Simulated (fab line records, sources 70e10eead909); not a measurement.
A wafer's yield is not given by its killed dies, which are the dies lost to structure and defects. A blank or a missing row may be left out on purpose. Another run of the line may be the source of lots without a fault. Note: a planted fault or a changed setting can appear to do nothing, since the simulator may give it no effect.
A lot that was struck, set against a sound lot -- flow nand_harc -- 15 out of 1159 route steps
Sound: wafers L199.1, L199.4, L199.5. The struck wafers were L207.1, L207.3, L207.6. The cause comes at the end.
Per side, at each step with rows, come the tool, then ch with its chambers, and then its first start. Under that, the readings that differ: sound wafers -- struck wafers -- difference of the means -- sigmas: that difference in standard deviations of wafers without a fault.
alike: same words and numbers on both sides, and readings whose means sit less than 2 such deviations apart. not compared: any withheld reading, any reading some wafer has no value for, any bound like >300 that may hide the same value, and any number with overlapping values for which the record gives no deviation.
The two part at a step that has a row with sigmas, a row that says differs or no value, or rows on one side only. Numbers that don't overlap but have no deviation are shown without sigmas and don't part them. A reading that every wafer of one side lacks parts them only if that side has two wafers or more.

first, 3 steps without rows for these wafers: NHARC_A_BONDPAD_EXPOSE_06 (exposes mask A BPAD); NHARC_A_BONDPAD_PEB_07 (peb time 80 s); NHARC_A_BONDPAD_DEVELOP_08 (time 50 s).
NHARC_A_BONDPAD_CD_MEAS_09: target cd 500 nm.
  sound on cd_sem-02 ch 0, day 18 13:21; struck on cd_sem-02 ch 0, day 20 20:09
  alike: cd_nm
NHARC_A_BONDPAD_OVL_MEAS_35:
  struck on overlay-01, day 20 20:14; sound on overlay-02, day 18 13:26
reading,sound,struck,difference,sigmas
overlay_y_nm (nm),-13 -13 -12,6 5 6,+18,+3
  alike: overlay_x_nm
then, 1 step without rows for these wafers: NHARC_A_BONDPAD_HARDBAKE_10 (time 65 s).
NHARC_A_BONDPAD_DESCUM_11: chemistry O2, time 3 s.
  sound on rie_diel-10 ch 0,1,2, day 18 13:34; struck on rie_diel-06 ch 1,3, day 20 20:22
  alike: drypump_motor_current_A, oes_product_au, rf_vpp_V, showerhead_plenum_p_Torr, throttle_valve_pct
  not compared: rf_hours_counter_h
then, 1 step without rows for these wafers: NHARC_A_BONDPAD_ETCH_34 (etches the open film in N2/H2, target depth 60 nm, overetch 18 nm, time 65.91 s).
NHARC_A_BONDPAD_ETCH_12: etches the open film in CHF3/O2, target depth 220 nm, time 110 s.
  sound on rie_diel-10 ch 1,3; struck on rie_diel-06 ch 0,2,3
  alike: drypump_motor_current_A, oes_product_au, rf_vpp_V, showerhead_plenum_p_Torr, throttle_valve_pct
  not compared: rf_hours_counter_h
NHARC_A_BONDPAD_CD_MEAS_13:
  struck on cd_sem-03, day 20 20:41; sound on cd_sem-01, day 18 13:53
  alike: cd_nm
NHARC_A_BONDPAD_STRIP_15: strips in O2.
  sound on rie_diel-10 ch 2,3, day 18 13:58; struck on rie_diel-06 ch 0,2,3, day 20 20:45
  alike: chamber_pressure_mTorr, drypump_motor_current_A, oes_product_au, rf_vpp_V, showerhead_plenum_p_Torr, throttle_valve_pct
  not compared: rf_hours_counter_h
NHARC_A_BONDPAD_ETCH_24: etches the open film in CF4/N2, target depth 30 nm, time 72.99 s.
  sound on rie_diel-10 ch 0,1,2; struck on rie_diel-06 ch 0,2,3
  alike: cf4_flow_sccm, drypump_motor_current_A, oes_product_au, rf_vpp_V, showerhead_plenum_p_Torr, throttle_valve_pct
  not compared: rf_hours_counter_h
NHARC_A_BONDPAD_STRIP_16: strips in post etch residue remover, time 600 s.
  sound on wet_bench-10 ch 5,6,7, day 18 14:16; struck on wet_bench-08 ch 2,5,6, day 20 21:04
  no value came back on the struck wafers for bath_heat_duty_pct (%), run_length_s (s); on the sound wafers bath_heat_duty_pct (%) reads 12.7 15.4 13.1
NHARC_A_BONDPAD_DEGAS_25: time 60 s.
  struck on pvd_sputter-03, day 20 21:20; sound on pvd_sputter-02, day 18 14:31
  alike: heater_power_w, susceptor_temp_C
following that, these wafers have no rows for 1 step: NHARC_END_SORT_01.

== WHERE THEY PART ==
First at NHARC_A_BONDPAD_OVL_MEAS_35; last, within this record, at NHARC_A_BONDPAD_STRIP_16. Later steps at which nothing parts them and some readings are alike: NHARC_A_BONDPAD_DEGAS_25.

WHY: whatever the simulator had introduced
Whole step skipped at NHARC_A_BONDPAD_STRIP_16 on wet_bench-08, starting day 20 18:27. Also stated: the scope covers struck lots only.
